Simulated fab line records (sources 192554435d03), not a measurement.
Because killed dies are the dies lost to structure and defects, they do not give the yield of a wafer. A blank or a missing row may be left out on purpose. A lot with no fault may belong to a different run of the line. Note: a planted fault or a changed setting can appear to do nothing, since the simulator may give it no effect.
fab line records	flow n5-finfet
record: lots: 7	wafers: 21
route steps=1938 shown HKMG_FIN@406 GATE_CUT@478 MOL_CONTACT_COAG@531 BEOL_M0_SAQP@643 BEOL_M0_CUTY@705 BEOL_M0@715
start-h: hours from the record's first day to the start of the lot's first wafer shown	wait-h: hours from the lot's prior step to this one	" identical to the entry in the row above	L1.1+2: one row covering several wafers at once	- either no value or no given start	* or withheld: withheld	< > ~ a bound
route shown NAME@n: NAME is a module with steps in the file, n the number in the route of the first one	usual: average and standard deviation across the fault-free wafers	same: alike in all rows	chamber/n: place in a boat	sites: per-site readings	_std_site: the standard deviation of these	_edge_site: inner sites' mean taken away from outer sites' mean	radius-mm: how far each site lies from the wafer's centre	mask NAME#n: copy n	behind: tool/chamber where the wafer was last shaped	hold: why the lot went on hold/how many hours it stayed there/how the hold came to an end	device: transistor that didn't switch, given as n, p or np	end of line: the route-end tests of the same wafers	a step without rows: its recipe alone	killed: dies that structure and defects cost at the first sort, which is not the same as the wafer's yield	map: the dies of a wafer, with x for killed, . for not killed, _ for no die there
set.NAME: setting as actually run; set.NAME@STEP: the setting as run at that earlier step	model.NAME: the simulator's own value behind a step, which no gauge read
lots where settings were altered on purpose, with a table for each step and a row for each wafer
== steps ==
step: N5_HKMG_FIN_ETCH_58
recipe: chemistry: N2/H2	target: SOC	target-depth-a: 2158	ion-energy-ev: 50	bias-w: 13	time-s: 741	pressure-mtorr: 30	source-w: 875	n2-flow-sccm: 200	h2-flow-sccm: 200
usual: rf-vpp-V: 99.1/0.96
lot.wafer	tool	chamber	start-h	wait-h	set.source-w	rf-vpp-V	model.SOC_of_HKMG_FIN_COAT_41.thk-nm	model.etch.depth-nm	model.HKMG_FIN.feature-depth-nm
L076.2	rie-diel-05	3	86.90	0.0	767.6	104.2	97	202.3	202.2
L076.3	"	0	"	"	875	98.5	90.4	209.2	209.2
L076.4	"	1	"	"	875	98.0	74	226	226
L080.1	rie-diel-04	1	112.43	0.0	875	99.9	78.4	220.1	220.2
L080.4	"	3	"	"	1012	93.1	47.2	251.7	251.8
L080.6	"	0	"	"	1012	94.7	52.8	245.8	245.8
L081.2	rie-diel-05	2	114.08	0.0	875	97.9	78.8	220.8	220.8
L081.4	"	3	"	"	1013	94.5	41.4	258.5	258.6
L081.5	"	3	"	"	1013	93.8	41.8	257.9	258
L082.1	rie-diel-06	1	120.75	0.0	875	98.0	84.8	215.3	215.2
L082.2	"	0	"	"	746.5	105.0	118.8	182.7	182.6
L082.6	"	2	"	"	746.5	106.4	106.8	195	195
L088.2	rie-diel-04	2	158.07	0.0	875	99.7	94.2	205.6	205.6
L088.5	"	3	"	"	875	98.6	78.2	221.5	221.6
L088.6	"	2	"	"	1017	93.5	67.8	232.4	232.4
L095.2	rie-diel-04	2	197.64	0.0	875	100.5	93.8	206.3	206.2
L095.3	"	3	"	"	875	99.5	80.6	220.6	220.6
L095.4	"	2	"	"	875	100.3	94.2	206.6	206.6
L097.2	rie-diel-05	0	209.18	0.0	875	98.5	90.8	210.1	210.2
L097.4	"	1	"	"	755.2	103.9	102.8	197.2	197.2
L097.5	"	2	"	"	755.2	104.2	109.2	191.4	191.4
step: N5_GATE_CUT_COAT_34
recipe: resist: SOC	temp-c: 250	time-s: 60	spin-rpm: 1500	resist-thk-nm: 60
lot.wafer	tool	chamber	start-h	wait-h	set.spin-rpm	model.SOC_of_GATE_CUT_COAT_34.thk-nm
L076.2	litho-track-05	0	99.00	0.0	1553	59
L076.3	"	0	"	"	1500	60
L076.4	"	0	"	"	1553	58.8
L080.1+4	litho-track-05	0	123.25	0.0	1500	60.2
L080.6	"	0	"	"	1500	60
L081.2	litho-track-01	0	125.00	0.0	1351	63
L081.4	"	0	"	"	1351	63.2
L081.5	"	0	"	"	1500	59.8
L082.1	litho-track-03	0	131.96	0.0	1564	58.6
L082.2	"	0	"	"	1500	59.8
L082.6	"	0	"	"	1564	58.4
L088.2	litho-track-03	0	170.20	0.0	1500	60
L088.5	"	0	"	"	1500	60.2
L088.6	"	0	"	"	1500	59.8
L095.2+4	litho-track-05	0	208.85	0.0	1500	60
L095.3	"	0	"	"	1500	59.8
L097.2+4	litho-track-01	0	220.02	0.0	1449	61
L097.5	"	0	"	"	1500	60.2
step: N5_GATE_CUT_COAT_27
recipe: resist: underlayer	temp-c: 205	time-s: 60	spin-rpm: 1500	resist-thk-nm: 10
lot.wafer	tool	chamber	start-h	wait-h	set.spin-rpm	model.underlayer_of_GATE_CUT_COAT_27.thk-nm
L076.2+4	litho-track-05	0	-	-	1500	10
L076.3	"	0	"	"	1370	10.4
L080.1+4	litho-track-05	0	-	-	1393	10.4
L080.6	"	0	"	"	1500	10
L081.2+4	litho-track-01	0	-	-	1337	10.6
L081.5	"	0	"	"	1500	10
L082.1+6	litho-track-03	0	-	-	1500	10
L082.2	"	0	"	"	1545	9.8
L088.2+5+6	litho-track-03	0	-	-	1500	10
L095.2+3+4	litho-track-05	0	-	-	1500	10
L097.2+5	litho-track-01	0	-	-	1500	10
L097.4	"	0	"	"	1449	10.2
step: N5_GATE_CUT_COAT_07
recipe: resist: CAR-EUV	spin-rpm: 1500	resist-thk-nm: 30
step: N5_GATE_CUT_EBR_09
recipe: solvent: PGMEA	ebr-width-mm: 1.5
step: N5_GATE_CUT_DESCUM_18
recipe: chemistry: O2	time-s: 7	source-power-w: 50	bias-power-w: 20	pressure-mtorr: 20	rf-frequency-hz: 2.712e+07	temp-c: 40	resist: CAR-EUV	o2-flow-sccm: 225
step: N5_GATE_CUT_ETCH_28
recipe: chemistry: N2/H2	target: underlayer	target-depth-a: 130	mask-material: CAR-EUV	time-s: 10.4	ion-energy-ev: 200	pressure-mtorr: 30	source-w: 840	bias-w: 150	n2-flow-sccm: 200	h2-flow-sccm: 200	ends: cleared
lot.wafer	tool	chamber	start-h	wait-h	set.spin-rpm@GATE_CUT_COAT_27	model.etch.depth-nm
L076.2	rie-diel-02	3	99.42	0.0	1500	9.996
L076.3	"	1	"	"	1370	10.47
L076.4	"	0	"	"	1500	10.01
L080.1	rie-diel-02	0	123.83	0.0	1393	10.39
L080.4	"	3	"	"	1393	10.4
L080.6	"	0	"	"	1500	10.05
L081.2	rie-diel-03	1	125.42	0.0	1337	10.61
L081.4	"	2	"	"	1337	10.64
L081.5	"	1	"	"	1500	10.05
L082.1	rie-diel-03	2	132.39	0.0	1500	10.02
L082.2	"	3	"	"	1545	9.882
L082.6	"	0	"	"	1500	10.03
L088.2	rie-diel-01	1	170.63	0.0	1500	10.07
L088.5	"	1	"	"	1500	10.05
L088.6	"	2	"	"	1500	10.06
L095.2+4	rie-diel-01	3,0	209.35	0.0	1500	10
L095.3	"	2	"	"	1500	9.962
L097.2	rie-diel-02	0	220.60	0.0	1500	10.03
L097.4	"	2	"	"	1449	10.19
L097.5	"	3	"	"	1500	10.02
step: N5_GATE_CUT_ETCH_36
recipe: chemistry: CF4	target: SiARC	target-depth-a: 130	mask-material: CAR-EUV	time-s: 21.7	ion-energy-ev: 80	pressure-mtorr: 40	source-w: 545	bias-w: 36	Ar_flow_sccm: 100	cf4-flow-sccm: 100	ends: cleared
lot.wafer	tool	chamber	start-h	wait-h	set.spin-rpm@GATE_CUT_COAT_27	model.CAR-EUV_of_GATE_CUT_COAT_07.thk-nm
L076.2	rie-diel-02	3	99.44	0.0	1500	7
L076.3	"	1	"	"	1370	6.4
L076.4	"	0	"	"	1500	6.8
L080.1+4	rie-diel-02	0,3	123.85	0.0	1393	6.4
L080.6	"	0	"	"	1500	6.8
L081.2	rie-diel-03	1	125.44	0.0	1337	6.2
L081.4	"	2	"	"	1337	6.4
L081.5	"	1	"	"	1500	6.8
L082.1	rie-diel-03	2	132.41	0.0	1500	7
L082.2	"	3	"	"	1545	7
L082.6	"	0	"	"	1500	6.8
L088.2+5	rie-diel-01	1	170.65	0.0	1500	7
L088.6	"	2	"	"	1500	6.8
L095.2+3+4	rie-diel-01	3,2,0	209.37	0.0	1500	7
L097.2	rie-diel-02	0	220.61	0.0	1500	6.8
L097.4	"	2	"	"	1449	6.8
L097.5	"	3	"	"	1500	7
step: N5_GATE_CUT_ETCH_37
recipe: chemistry: N2/H2	target: SOC	target-depth-a: 600	overetch-a: 120	mask-material: SiARC	temp-c: 40	time-s: 90	ion-energy-ev: 200	pressure-mtorr: 30	source-w: 840	bias-w: 150	n2-flow-sccm: 200	h2-flow-sccm: 200
lot.wafer	tool	chamber	start-h	wait-h	set.spin-rpm@GATE_CUT_COAT_34	model.etch.depth-nm
L076.2	rie-diel-02	3	99.47	0.0	1553	58.97
L076.3	"	1	"	"	1500	60.04
L076.4	"	0	"	"	1553	58.83
L080.1	rie-diel-02	0	123.87	0.0	1500	60.11
L080.4	"	3	"	"	1500	60.16
L080.6	"	0	"	"	1500	60.02
L081.2	rie-diel-03	1	125.47	0.0	1351	63.06
L081.4	"	2	"	"	1351	63.12
L081.5	"	1	"	"	1500	59.8
L082.1	rie-diel-03	2	132.43	0.0	1564	58.5
L082.2	"	3	"	"	1500	59.86
L082.6	"	0	"	"	1564	58.33
L088.2	rie-diel-01	1	170.68	0.0	1500	60.07
L088.5	"	1	"	"	1500	60.11
L088.6	"	2	"	"	1500	59.84
L095.2	rie-diel-01	3	209.39	0.0	1500	59.91
L095.3	"	2	"	"	1500	59.73
L095.4	"	0	"	"	1500	59.93
L097.2	rie-diel-02	0	220.64	0.0	1449	61.08
L097.4	"	2	"	"	1449	61.05
L097.5	"	3	"	"	1500	60.16
step: N5_GATE_CUT_STRIP_38
recipe: chemistry: N2/H2	temp-c: 40	n2-flow-sccm: 200	h2-flow-sccm: 200	rf-frequency-hz: 6e+07
step: N5_GATE_CUT_STRIP_39
recipe: chemistry: N2/H2	temp-c: 40	n2-flow-sccm: 200	h2-flow-sccm: 200	rf-frequency-hz: 6e+07
step: N5_GATE_CUT_HM_OPEN_40
recipe: chemistry: C4F6/O2	target: SiO2	mask-material: SiARC	target-depth-a: 1390	time-s: 85.1	ion-energy-ev: 250	pressure-mtorr: 30	source-w: 345	bias-w: 185	Ar_flow_sccm: 300	C4F6_flow_sccm: 10	O2_flow_sccm: 10	ends: cleared
lot.wafer	tool	chamber	start-h	wait-h	set.spin-rpm@GATE_CUT_COAT_34	model.SOC_of_GATE_CUT_COAT_34.thk-nm
L076.2	rie-diel-02	3	99.55	0.0	1553	32.2
L076.3	"	1	"	"	1500	32.8
L076.4	"	0	"	"	1553	31.8
L080.1	rie-diel-02	0	123.96	0.0	1500	33.6
L080.4+6	"	3,0	"	"	1500	33
L081.2+4	rie-diel-03	1,2	125.55	0.0	1351	36
L081.5	"	1	"	"	1500	32.4
L082.1	rie-diel-03	2	132.51	0.0	1564	32.2
L082.2	"	3	"	"	1500	33.4
L082.6	"	0	"	"	1564	31.4
L088.2+5	rie-diel-01	1	170.76	0.0	1500	32.6
L088.6	"	2	"	"	1500	32.4
L095.2	rie-diel-01	3	209.48	0.0	1500	32.4
L095.3	"	2	"	"	1500	33
L095.4	"	0	"	"	1500	32.8
L097.2	rie-diel-02	0	220.72	0.0	1449	34.4
L097.4	"	2	"	"	1449	33.4
L097.5	"	3	"	"	1500	33.2
step: N5_MOL_CONTACT_COAG_ETCH_105
recipe: chemistry: CF4	target: SiARC	target-depth-a: 156	mask-material: CAR-EUV	time-s: 26	ion-energy-ev: 80	pressure-mtorr: 40	source-w: 545	bias-w: 36	Ar_flow_sccm: 100	cf4-flow-sccm: 100	ends: cleared
usual: rf-vpp-V: 183.9/1.2
lot.wafer	tool	chamber	start-h	wait-h	set.bias-w	rf-vpp-V
L076.2	rie-diel-06	3	103.23	0.0	36	184.1
L076.3	"	0	"	"	32.42	171.6
L076.4	"	1	"	"	32.42	170.0
L080.1	rie-diel-06	2	127.79	0.0	36	184.2
L080.4	"	0	"	"	36	183.6
L080.6	"	2	"	"	36	184.1
L081.2	rie-diel-04	1	129.25	0.0	36	184.8
L081.4	"	0	"	"	36	183.6
L081.5	"	1	"	"	36	184.5
L082.1	rie-diel-05	1	136.19	0.0	36	182.4
L082.2	"	3	"	"	36	184.4
L082.6	"	2	"	"	36	184.3
L088.2	rie-diel-06	2	174.66	0.0	36	184.9
L088.5	"	3	"	"	36	185.4
L088.6	"	0	"	"	36	184.9
L095.2	rie-diel-06	1	213.15	0.0	36	183.1
L095.3	"	2	"	"	36	186.0
L095.4	"	1	"	"	36	183.7
L097.2	rie-diel-04	3	224.57	0.0	39.21	193.0
L097.4	"	2	"	"	36	185.5
L097.5	"	1	"	"	36	184.1
step: N5_MOL_CONTACT_COAG_CONTACT_ETCH_14
recipe: chemistry: C4F6/O2	target: SiO2	target-depth-a: 275	overetch-a: 85	mask-material: SOC	pressure-mtorr: 30	source-w: 370	bias-w: 185	Ar_flow_sccm: 300	C4F6_flow_sccm: 16	O2_flow_sccm: 10	time-s: 20	ion-energy-ev: 259.6
usual: rf-vpp-V: 691/3.5
lot.wafer	tool	chamber	start-h	wait-h	set.source-w	rf-vpp-V
L076.2	rie-diel-06	3	103.36	0.0	345.4	706
L076.3	"	0	"	"	370	692
L076.4	"	1	"	"	370	685
L080.1	rie-diel-06	2	127.92	0.0	370	695
L080.4	"	0	"	"	370	692
L080.6	"	2	"	"	323.9	720
L081.2	rie-diel-04	1	129.38	0.0	370	695
L081.4	"	0	"	"	370	696
L081.5	"	1	"	"	370	694
L082.1	rie-diel-05	1	136.32	0.0	370	689
L082.2	"	3	"	"	370	692
L082.6	"	2	"	"	370	692
L088.2	rie-diel-06	2	174.79	0.0	370	695
L088.5	"	3	"	"	370	692
L088.6	"	0	"	"	370	691
L095.2	rie-diel-06	1	213.28	0.0	370	684
L095.3	"	2	"	"	370	695
L095.4	"	1	"	"	370	684
L097.2	rie-diel-04	3	224.70	0.0	332.7	707
L097.4	"	2	"	"	370	696
L097.5	"	1	"	"	370	694
step: N5_BEOL_M0_SAQP_COAT_08
recipe: resist: CAR-ArF	spin-rpm: 1500	resist-thk-nm: 90
lot.wafer	tool	chamber	start-h	wait-h	set.spin-rpm	model.CAR-ArF_of_BEOL_M0_SAQP_COAT_08.thk-nm
L076.2	litho-track-01	0	-	-	1500	90.4
L076.3	"	0	"	"	1500	90
L076.4	"	0	"	"	1500	90.2
L080.1+6	litho-track-01	0	-	-	1500	90
L080.4	"	0	"	"	1450	91.2
L081.2+5	litho-track-01	0	-	-	1500	90
L081.4	"	0	"	"	1500	90.2
L082.1	litho-track-04	0	-	-	1500	90
L082.2	"	0	"	"	1500	89.8
L082.6	"	0	"	"	1545	88.8
L088.2	litho-track-04	0	-	-	1384	93.6
L088.5	"	0	"	"	1500	90
L088.6	"	0	"	"	1500	90.2
L095.2+4	litho-track-03	0	-	-	1500	90
L095.3	"	0	"	"	1500	90.6
L097.2	litho-track-01	0	-	-	1409	92.6
L097.4	"	0	"	"	1500	90.2
L097.5	"	0	"	"	1409	92.8
step: N5_BEOL_M0_SAQP_EBR_10
recipe: solvent: PGMEA	ebr-width-mm: 1.5
step: N5_BEOL_M0_SAQP_SOFTBAKE_09
recipe: temp-c: 110	time-s: 60	resist: CAR-ArF
step: N5_BEOL_M0_SAQP_EXPOSE_11
recipe: mask-id: M0_CORE	na: 1.35	source-shape: dipole	sigma-inner: 0.538	sigma-outer: 0.738	polarization: te	target-cd-nm: 42	dose-mj: 55
step: N5_BEOL_M0_SAQP_PEB_12
recipe: peb-temp-c: withheld	peb-time-s: 60	resist: CAR-ArF
step: N5_BEOL_M0_SAQP_DEVELOP_13
recipe: develop-time-s: 30	developer: TMAH	resist: CAR-ArF	dev-temp-c: 23	rinse-liquid: diw	dry: air-spin
lot.wafer	tool	chamber	start-h	wait-h	set.spin-rpm@BEOL_M0_SAQP_COAT_08	model.CAR-ArF_of_BEOL_M0_SAQP_COAT_08.thk-nm
L076.2	litho-track-01	0	-	-	1500	88.8
L076.3	"	0	"	"	1500	88.2
L076.4	"	0	"	"	1500	88.6
L080.1+6	litho-track-04	0	-	-	1500	88.2
L080.4	"	0	"	"	1450	89.4
L081.2	litho-track-03	0	-	-	1500	88.4
L081.4	"	0	"	"	1500	88.6
L081.5	"	0	"	"	1500	88.2
L082.1	litho-track-04	0	-	-	1500	88.2
L082.2	"	0	"	"	1500	88
L082.6	"	0	"	"	1545	87.2
L088.2	litho-track-03	0	-	-	1384	92
L088.5	"	0	"	"	1500	88.2
L088.6	"	0	"	"	1500	88.4
L095.2+4	litho-track-04	0	-	-	1500	88.4
L095.3	"	0	"	"	1500	88.8
L097.2	litho-track-04	0	-	-	1409	91
L097.4	"	0	"	"	1500	88.6
L097.5	"	0	"	"	1409	91.2
step: N5_BEOL_M0_SAQP_DESCUM_19
recipe: chemistry: O2	time-s: 7.9	source-power-w: 50	bias-power-w: 20	pressure-mtorr: 20	rf-frequency-hz: 2.712e+07	temp-c: 40	resist: CAR-ArF	o2-flow-sccm: 225
lot.wafer	tool	chamber	start-h	wait-h	set.spin-rpm@BEOL_M0_SAQP_COAT_08	model.CAR-ArF_of_BEOL_M0_SAQP_COAT_08.thk-nm
L076.2	rie-diel-03	0	119.53	0.0	1500	83.8
L076.3	"	2	"	"	1500	83.4
L076.4	"	1	"	"	1500	83.6
L080.1+6	rie-diel-03	2,0	147.19	0.0	1500	83.4
L080.4	"	3	"	"	1450	84.6
L081.2+5	rie-diel-03	0	148.87	0.1	1500	83.4
L081.4	"	3	"	"	1500	83.8
L082.1	rie-diel-02	2	152.86	0.0	1500	83.4
L082.2	"	0	"	"	1500	83.2
L082.6	"	3	"	"	1545	82.2
L088.2	rie-diel-02	1	192.88	0.0	1384	87.2
L088.5	"	3	"	"	1500	83.4
L088.6	"	0	"	"	1500	83.6
L095.2	rie-diel-01	2	234.76	0.0	1500	83.4
L095.3	"	3	"	"	1500	83.8
L095.4	"	1	"	"	1500	83.6
L097.2	rie-diel-01	2	244.82	0.0	1409	86
L097.4	"	0	"	"	1500	83.6
L097.5	"	1	"	"	1409	86.4
step: N5_BEOL_M0_SAQP_ETCH_84
recipe: chemistry: N2/H2	target: SOC	target-depth-a: 1000	overetch-a: 200	mask-material: SiARC	temp-c: 40	time-s: 150	ion-energy-ev: 200	pressure-mtorr: 30	source-w: 840	bias-w: 150	n2-flow-sccm: 200	h2-flow-sccm: 200
lot.wafer	tool	chamber	start-h	wait-h	set.time-s	model.SiARC_of_BEOL_M0_SAQP_COAT_82.thk-nm
L076.2+4	rie-diel-03	0,1	119.61	0.0	150	24.4
L076.3	"	2	"	"	139.6	24.6
L080.1	rie-diel-03	2	147.27	0.0	165.5	23.6
L080.4	"	3	"	"	150	24.2
L080.6	"	0	"	"	150	24.4
L081.2	rie-diel-03	0	148.95	0.0	165.2	24.2
L081.4	"	3	"	"	165.2	24
L081.5	"	0	"	"	150	24.6
L082.1+6	rie-diel-02	2,3	152.94	0.0	172.4	23.4
L082.2	"	0	"	"	150	24.4
L088.2	rie-diel-02	1	192.97	0.0	150	24.2
L088.5	"	3	"	"	150	24.4
L088.6	"	0	"	"	134.4	24.8
L095.2+3	rie-diel-01	2,3	234.84	0.0	150	24.2
L095.4	"	1	"	"	150	24.4
L097.2	rie-diel-01	2	244.90	0.0	150	24.2
L097.4	"	0	"	"	150	24.6
L097.5	"	1	"	"	150	24.4
step: N5_BEOL_M0_CUTY_EXPOSE_54
recipe: mask-id: M0_ABLK	na: 1.35	source-shape: conventional	sigma-outer: 0.8	polarization: unpolarized	dose-mj: 36
lot.wafer	tool	chamber	start-h	wait-h	mask	set.dose-mj
L076.2+3+4	arfi-scanner-01	0	124.60	-	M0_ABLK#0	36
L080.1+4+6	arfi-scanner-03	0	152.95	-	M0_ABLK#0	36
L081.2+4+5	arfi-scanner-01	0	155.19	-	M0_ABLK#0	36
L082.1+2	arfi-scanner-02	0	158.76	-	M0_ABLK#0	36
L082.6	"	0	"	"	M0_ABLK#0	38.46
L088.2+6	arfi-scanner-02	0	198.04	-	M0_ABLK#0	38.24
L088.5	"	0	"	"	M0_ABLK#0	36
L095.2+3+4	arfi-scanner-01	0	239.79	-	M0_ABLK#0	36
L097.2+5	arfi-scanner-01	0	251.08	-	M0_ABLK#0	34.87
L097.4	"	0	"	"	M0_ABLK#0	36
step: N5_BEOL_M0_CUTY_PEB_55
recipe: peb-temp-c: 110	peb-time-s: 60	resist: CAR-ArF-block
step: N5_BEOL_M0_CUTY_DEVELOP_56
recipe: develop-time-s: 30	developer: TMAH	resist: CAR-ArF-block	rinse-liquid: diw	dry: air-spin	dev-temp-c: 23
step: N5_BEOL_M0_CUTY_CD_MEAS_57
recipe: target-cd-nm: 200	landing-energy-ev: 500	detector: se-inlens	polarity: line
usual: cd-nm: 200.0/0.95
lot.wafer	tool	chamber	start-h	wait-h	set.dose-mj@BEOL_M0_CUTY_EXPOSE_54	cd-nm
L076.2	cd-sem-03	0	124.72	-	36	198.6
L076.3	"	0	"	"	36	198.3
L076.4	"	0	"	"	36	198.1
L080.1	cd-sem-01	0	153.08	-	36	200.0
L080.4	"	0	"	"	36	199.6
L080.6	"	0	"	"	36	201.8
L081.2	cd-sem-01	0	155.31	-	36	199.9
L081.4	"	0	"	"	36	200.1
L081.5	"	0	"	"	36	200.9
L082.1	cd-sem-02	0	158.88	-	36	199.8
L082.2	"	0	"	"	36	199.9
L082.6	"	0	"	"	38.46	195.1
L088.2	cd-sem-02	0	198.16	-	38.24	195.2
L088.5	"	0	"	"	36	198.2
L088.6	"	0	"	"	38.24	195.8
L095.2	cd-sem-01	0	239.91	-	36	200.5
L095.3	"	0	"	"	36	200.6
L095.4	"	0	"	"	36	200.3
L097.2	cd-sem-01	0	251.20	-	34.87	201.5
L097.4	"	0	"	"	36	199.7
L097.5	"	0	"	"	34.87	201.4
step: N5_BEOL_M0_ETCH_138
recipe: chemistry: CH3F/O2	target-depth-a: 120	target: SiCN	time-s: 31.6	ion-energy-ev: 120	pressure-mtorr: 30	source-w: 395	bias-w: 75	Ar_flow_sccm: 150	CH3F_flow_sccm: 30	O2_flow_sccm: 20	ends: cleared
usual: rf-vpp-V: 296.9/1.5
lot.wafer	tool	chamber	start-h	wait-h	set.source-w	rf-vpp-V
L076.2	rie-diel-05	3	125.14	0.0	395	296.5
L076.3	"	2	"	"	395	297.2
L076.4	"	1	"	"	395	295.2
L080.1	rie-diel-04	3	153.37	0.0	413.4	291.8
L080.4	"	0	"	"	395	299.4
L080.6	"	3	"	"	395	297.1
L081.2	rie-diel-05	3	155.61	0.0	395	297.3
L081.4	"	0	"	"	361.5	305.4
L081.5	"	3	"	"	361.5	306.2
L082.1	rie-diel-05	1	159.18	0.0	395	296.4
L082.2	"	3	"	"	395	296.5
L082.6	"	1	"	"	395	293.4
L088.2	rie-diel-06	1	198.46	0.0	395	293.5
L088.5	"	3	"	"	441.4	285.3
L088.6	"	0	"	"	441.4	285.8
L095.2	rie-diel-04	0	240.32	0.0	395	300.0
L095.3	"	1	"	"	395	297.6
L095.4	"	2	"	"	395	297.7
L097.2	rie-diel-06	1	251.65	0.0	395	294.1
L097.4	"	1	"	"	395	293.8
L097.5	"	0	"	"	395	295.9
== key ==
split: step: N5_HKMG_FIN_ETCH_58	setting: source-w	stated: 875	by: wafer
response: step: N5_HKMG_FIN_ETCH_58	reading: rf-vpp-V	change: -0.388	per: 1%	r: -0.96
response: step: N5_HKMG_FIN_ETCH_58	reading: model.SOC_of_HKMG_FIN_COAT_41.thk-nm	change: -1.63	per: 1%	r: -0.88
response: step: N5_HKMG_FIN_ETCH_58	reading: model.etch.depth-nm	change: +1.63	per: 1%	r: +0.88
response: step: N5_HKMG_FIN_ETCH_58	reading: model.HKMG_FIN.feature-depth-nm	change: +1.63	per: 1%	r: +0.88
split: step: N5_GATE_CUT_COAT_34	setting: spin-rpm	stated: 1500	by: wafer
response: step: N5_GATE_CUT_COAT_34	reading: model.SOC_of_GATE_CUT_COAT_34.thk-nm	change: -0.319	per: 1%	r: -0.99
response: step: N5_GATE_CUT_ETCH_37	reading: model.etch.depth-nm	change: -0.326	per: 1%	r: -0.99
response: step: N5_GATE_CUT_HM_OPEN_40	reading: model.SOC_of_GATE_CUT_COAT_34.thk-nm	change: -0.339	per: 1%	r: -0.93
split: step: N5_GATE_CUT_COAT_27	setting: spin-rpm	stated: 1500	by: wafer
response: step: N5_GATE_CUT_COAT_27	reading: model.underlayer_of_GATE_CUT_COAT_27.thk-nm	change: -0.0534	per: 1%	r: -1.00
response: step: N5_GATE_CUT_ETCH_28	reading: model.etch.depth-nm	change: -0.052	per: 1%	r: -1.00
response: step: N5_GATE_CUT_ETCH_36	reading: model.CAR-EUV_of_GATE_CUT_COAT_07.thk-nm	change: +0.0501	per: 1%	r: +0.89
split: step: N5_MOL_CONTACT_COAG_ETCH_105	setting: bias-w	stated: 36	by: wafer
response: step: N5_MOL_CONTACT_COAG_ETCH_105	reading: rf-vpp-V	change: +1.15	per: 1%	r: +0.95
split: step: N5_MOL_CONTACT_COAG_CONTACT_ETCH_14	setting: source-w	stated: 370	by: wafer
response: step: N5_MOL_CONTACT_COAG_CONTACT_ETCH_14	reading: rf-vpp-V	change: -1.92	per: 1%	r: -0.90
split: step: N5_BEOL_M0_SAQP_COAT_08	setting: spin-rpm	stated: 1500	by: wafer
response: step: N5_BEOL_M0_SAQP_COAT_08	reading: model.CAR-ArF_of_BEOL_M0_SAQP_COAT_08.thk-nm	change: -0.424	per: 1%	r: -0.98
response: step: N5_BEOL_M0_SAQP_DEVELOP_13	reading: model.CAR-ArF_of_BEOL_M0_SAQP_COAT_08.thk-nm	change: -0.432	per: 1%	r: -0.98
response: step: N5_BEOL_M0_SAQP_DESCUM_19	reading: model.CAR-ArF_of_BEOL_M0_SAQP_COAT_08.thk-nm	change: -0.443	per: 1%	r: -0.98
split: step: N5_BEOL_M0_SAQP_ETCH_84	setting: time-s	stated: 150	by: wafer
response: step: N5_BEOL_M0_SAQP_ETCH_84	reading: model.SiARC_of_BEOL_M0_SAQP_COAT_82.thk-nm	change: -0.0574	per: 1%	r: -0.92
split: step: N5_BEOL_M0_CUTY_EXPOSE_54	setting: dose-mj	stated: 36	by: wafer
response: step: N5_BEOL_M0_CUTY_CD_MEAS_57	reading: cd-nm	change: -0.581	per: 1%	r: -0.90
split: step: N5_BEOL_M0_ETCH_138	setting: source-w	stated: 395	by: wafer
response: step: N5_BEOL_M0_ETCH_138	reading: rf-vpp-V	change: -0.844	per: 1%	r: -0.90
